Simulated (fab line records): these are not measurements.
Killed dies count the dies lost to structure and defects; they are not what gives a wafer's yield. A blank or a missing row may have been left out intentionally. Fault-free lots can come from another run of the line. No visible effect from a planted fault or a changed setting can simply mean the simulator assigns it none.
Comparing a struck lot with a sound one    flow nandHarc    27 steps out of a route of 1159
Sound: the wafers L995.2, L995.3, L995.4. Wafers L112.1, L112.5, L112.6 were the ones struck. The cause is given at the end.
For every step that has rows: the tool of each side, followed by ch and its chambers, followed by its first start. Under that, the readings that differ: sound wafers    struck wafers    difference of the means    sigmas: that difference in standard deviations of wafers without a fault.
alike: readings whose means differ by less than 2 such deviations, and words and numbers that are the same on both sides. not compared: withheld readings, readings that some wafer has no value for, bounds like >300 that may hide the same value, and numbers for which the record gives no deviation and whose values overlap.
Wherever a step has rows on one side only, a row that says differs or no value, or a row with sigmas, the two part there. When numbers do not overlap yet have no deviation, they are printed without sigmas and do not part them. Lack of a reading on every wafer of one side parts them only where that side has two or more wafers.

NHARC_P_ZERO_WELL_DESCUM_54: chemistry O2, time 3 s.
  sound on rieDiel-03 ch 0,1,3, day 1 18:02; struck on rieDiel-01 ch 0,1, day 5 23:41
  alike: drypumpMotorCurrentA, oesProductAu, rfVppV, showerheadPlenumPTorr, throttleValvePct
  not compared: rfHoursCounterH
then, 5 steps without rows for these wafers: NHARC_P_ZERO_WELL_IMPLANT_55; NHARC_P_ZERO_WELL_IMPLANT_61; NHARC_P_ZERO_WELL_STRIP_56 (strips in SPM, time 840 s); NHARC_P_ZERO_WELL_PRECLEAN_68 (cleans in SC1, time 60 s); NHARC_P_ZERO_WELL_SRD_69.
NHARC_P_ZERO_WELL_RTA_42: time 300 s.
  sound on rtpAnneal-01 ch 0, day 1 19:06; struck on rtpAnneal-02 ch 0, day 6 00:39
reading              sound           struck          difference  sigmas
lamp_zone_2_pct (%)  34.7 34.6 34.6  37.7 37.7 37.8  +3.1        +2
lamp_zone_5_pct (%)  34.7 34.6 34.7  37.6 37.7 37.7  +3.0        +2
  alike: lampPowerPct, wafer_temp_C_max
NHARC_P_ZERO_WELL_INSPECT_43:
  sound on defectInspect-01, day 1 19:40; struck on defectInspect-02, day 6 01:19
  alike: rawDefectCount
then, 4 steps without rows for these wafers: NHARC_P_STI_ETCH_26 (etches SiO2 in dHF, target depth 11 nm); NHARC_P_STI_PRECLEAN_27 (cleans in SC1); NHARC_P_STI_SRD_28; NHARC_P_STI_OXIDE_29 (material SiO2, target thk 10 nm, ox time 1362 s).
NHARC_P_STI_HM_DEP_30: deposits Si3N4, target thk 80 nm, time 873 s.
  sound on lpcvd-02 ch 1, day 2 10:55; struck on lpcvd-02 ch 0, day 6 13:43
reading                sound           struck          difference  sigmas
zonePowerUpperPct (%)  12.6 12.6 12.7  15.2 15.7 15.7  +2.9        +3
then, 9 steps without rows for these wafers: NHARC_P_STI_DEHYDRATE_01 (time 120 s); NHARC_P_STI_HMDS_02 (time 30 s); NHARC_P_STI_COAT_41 (time 65 s); NHARC_P_STI_COAT_03 (resist thk 600 nm); NHARC_P_STI_SOFTBAKE_04 (time 70 s); NHARC_P_STI_EBR_05; NHARC_P_STI_EXPOSE_06 (exposes mask P STI, target cd 200 nm); NHARC_P_STI_PEB_07 (peb time 80 s); NHARC_P_STI_DEVELOP_08 (time 50 s).
NHARC_P_STI_CD_MEAS_09: the cd target is 200 nm.
  sound on cdSem-02 ch 0, day 2 15:01; struck on cdSem-03 ch 0, day 6 17:40
  alike: cdNm
NHARC_P_STI_OVL_MEAS_10:
  sound on overlay-01, day 2 15:07; struck on overlay-01, day 6 17:45
reading          sound  struck    difference  sigmas
overlayXNm (nm)  7 6 7  -7 -7 -7  -14         -2
  alike: overlayYNm
NHARC_P_STI_INSPECT_11:
  sound on defectInspect-02, day 2 15:08; struck on defectInspect-01, day 6 17:47
reading         sound  struck    difference  sigmas
rawDefectCount  3 6 5  16 12 12  +9          +3
then, 1 step without rows for these wafers: NHARC_P_STI_HARDBAKE_13 (time 65 s).
-- jump in the record: it breaks off in module P_STI and resumes in module END (first step shown: number 1159 of the route), and 17 days separate the struck wafers' starts before and after --
NHARC_END_SORT_01:
  only the struck wafers appear in the record here, on prober-02 ch 0 at day 24 05:11; the sound ones have no rows

WHERE THEY PART
Last at NHARC_END_SORT_01 as far as this record goes, first at NHARC_P_ZERO_WELL_RTA_42.

WHY: whatever the simulator had introduced
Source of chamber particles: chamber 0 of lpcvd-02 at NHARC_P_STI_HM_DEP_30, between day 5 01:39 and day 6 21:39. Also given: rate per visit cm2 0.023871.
